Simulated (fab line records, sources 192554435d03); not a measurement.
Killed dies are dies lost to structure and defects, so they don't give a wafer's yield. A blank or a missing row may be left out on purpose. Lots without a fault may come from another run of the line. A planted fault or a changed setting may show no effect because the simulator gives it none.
Chamber matching | flow n5_finfet | N5_BEOL_M0_CUTY_ETCH_62 on rie_diel-06: 4 sister chambers
The step etches SiARC in CF4, time 58.5 s. 18 wafers are shown with their chamber, then 9 later ones without.

WAFERS WITH THEIR CHAMBER
wafer  | chamber | showerhead_plenum_p_Torr (Torr) | throttle_valve_pct (%) | drypump_motor_current_A (A)
L078.1 | 1       | 2.19                            | 16.01                  | 5.7
L078.2 | 0       | 2.09                            | 15.38                  | 5.9
L078.4 | 3       | 2.24                            | 16.03                  | 5.1
L079.1 | 0       | 2.09                            | 15.38                  | 5.9
L079.4 | 1       | 2.19                            | 16.01                  | 5.6
L079.6 | 3       | 2.24                            | 16.07                  | 5.1
L080.2 | 1       | 2.19                            | 15.98                  | 5.7
L080.3 | 3       | 2.24                            | 16.07                  | 5.1
L080.4 | 3       | 2.24                            | 16.05                  | 5.1
L082.3 | 0       | 2.08                            | 15.40                  | 5.9
L082.4 | 2       | 2.16                            | 15.57                  | 5.5
L082.6 | 0       | 2.08                            | 15.40                  | 5.9
L083.2 | 0       | 2.08                            | 15.39                  | 5.9
L083.5 | 0       | 2.08                            | 15.39                  | 5.9
L083.6 | 3       | 2.23                            | 16.08                  | 5.2
L084.1 | 2       | 2.16                            | 15.58                  | 5.5
L084.3 | 3       | 2.23                            | 16.09                  | 5.1
L084.5 | 0       | 2.08                            | 15.40                  | 5.9

SIGNATURES (means of the wafers above)
reading                  | chamber 0 | chamber 1 | chamber 2 | chamber 3 | scatter within a chamber
showerhead_plenum_p_Torr | 2.0829    | 2.1900    | 2.1600    | 2.2367    | 0.00444
throttle_valve_pct       | 15.3914   | 16.0000   | 15.5750   | 16.0650   | 0.0158
drypump_motor_current_A  | 5.900     | 5.667     | 5.500     | 5.117     | 0.0327
Rule: a wafer's distance from a chamber is the root of the sum, over the readings, of the square of ((its reading less the chamber's mean) divided by the reading's scatter). The wafer belongs to the nearest chamber; if the next one is less than 2 further off, it can't be placed. The scatter: the root of (the sum of the squares of (reading less its chamber's mean) over the shown wafers, divided by (wafers less chambers)).

WAFERS WITHOUT THEIR CHAMBER
wafer  | showerhead_plenum_p_Torr (Torr) | throttle_valve_pct (%) | drypump_motor_current_A (A)
L091.1 | 2.16                            | 15.61                  | 5.5
L091.2 | 2.18                            | 16.03                  | 5.7
L091.4 | 2.08                            | 15.41                  | 5.9
L095.1 | 2.23                            | 16.13                  | 5.1
L095.3 | 2.18                            | 16.04                  | 5.6
L095.6 | 2.08                            | 15.43                  | 5.9
L097.1 | 2.08                            | 15.46                  | 5.9
L097.3 | 2.15                            | 15.62                  | 5.5
L097.6 | 2.23                            | 16.11                  | 5.1

WHICH CHAMBER EACH WENT THROUGH
wafer  | from the rows above | in truth
L091.1 | 2                   | 2
L091.2 | 1                   | 1
L091.4 | 0                   | 0
L095.1 | 3                   | 3
L095.3 | 1                   | 1
L095.6 | 0                   | 0
L097.1 | 0                   | 0
L097.3 | 2                   | 2
L097.6 | 3                   | 3
Placed correctly: 9 of 9. Can't be placed from these rows: 0. Placed wrongly: 0.
